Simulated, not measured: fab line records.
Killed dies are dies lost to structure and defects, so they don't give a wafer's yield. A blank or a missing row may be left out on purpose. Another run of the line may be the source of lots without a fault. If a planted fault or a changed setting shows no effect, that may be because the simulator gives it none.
Matching of chambers -- flow n5Finfet -- N5_MOL_CONTACT_COAG_ETCH_110 on rieDiel-04 has 4 sister chambers
The step etches Si in CF4/O2, target depth 2.5 nm, time 8 s. 4 wafers are shown with their chamber, then 7 later ones without.

== WAFERS PAIRED WITH THEIR CHAMBERS ==
wafer,chamber,drypumpMotorCurrentA (A)
L085.6,2,6.2
L086.2,1,5.3
L088.3,3,5.3
L088.5,0,6.0

== WAFERS WITH NO CHAMBER GIVEN ==
wafer,drypumpMotorCurrentA (A)
L088.6,5.3
L089.2,5.3
L089.4,6.0
L089.5,5.4
L093.3,5.3
L093.5,6.0
L093.6,5.3

== EACH ONE'S CHAMBER ==
wafer,from the rows above,in truth
L088.6,can't be placed: 1 or 3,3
L089.2,can't be placed: 1 or 3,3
L089.4,0,0
L089.5,can't be placed: 1 or 3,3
L093.3,can't be placed: 1 or 3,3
L093.5,0,0
L093.6,can't be placed: 1 or 3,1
Correct placement for 2 of the 7. Not placeable from these rows: 5 (in 5, the candidates include the true chamber). 0 placed wrongly.
How it was worked out, from the rows above alone: a wafer's distance from a chamber is the root of the sum, over the readings, of the square of ((its reading less the chamber's mean) divided by the reading's scatter). If the next closest chamber is less than 2 further off than the closest, the wafer can't be placed; otherwise it belongs to the closest. A chamber's mean is the mean of its shown wafers. The scatter: root of mean squared gap, hidden wafer to nearest shown wafer, with one shown wafer a chamber.
